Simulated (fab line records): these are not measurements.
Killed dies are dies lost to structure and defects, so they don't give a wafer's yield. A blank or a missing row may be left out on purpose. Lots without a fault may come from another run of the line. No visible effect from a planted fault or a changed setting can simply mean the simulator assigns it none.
Chamber matching    flow nand-harc    rie-diel-11 running NHARC_P_GATE_DESCUM_31: 4 sister chambers
The step chemistry O2, time 3 s. 4 wafers are shown with their chamber, then 7 later ones without.

## WAFERS WITH THEIR CHAMBER
wafer   chamber  showerhead-plenum-p-Torr (Torr)
L079.2  1        1.98
L079.6  3        1.98
L085.4  0        1.92
L085.5  2        2.06

## WAFERS MISSING THEIR CHAMBER
wafer   showerhead-plenum-p-Torr (Torr)
L085.6  1.98
L093.1  1.97
L093.2  1.97
L093.3  2.06
L097.1  2.06
L097.2  1.91
L097.6  1.97

## EACH ONE'S CHAMBER
wafer   from the rows above      in truth
L085.6  can't be placed: 1 or 3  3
L093.1  can't be placed: 1 or 3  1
L093.2  can't be placed: 1 or 3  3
L093.3  2                        2
L097.1  2                        2
L097.2  0                        0
L097.6  can't be placed: 1 or 3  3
Correctly placed: 3 of 7. Not placeable from these rows: 4 (in 4, the candidates include the true chamber). Placed wrongly: 0.
How it was worked out, from the rows above alone: a wafer's distance from a chamber is the root of the sum, over the readings, of the square of ((its reading less the chamber's mean) divided by the reading's scatter). The wafer belongs to the nearest chamber; if the next one is less than 2 further off, it can't be placed. The mean given for a chamber averages the wafers shown for that chamber. The scatter (one wafer shown for each chamber): square how far every hidden wafer sits from the nearest shown wafer, average those squares and take the square root.
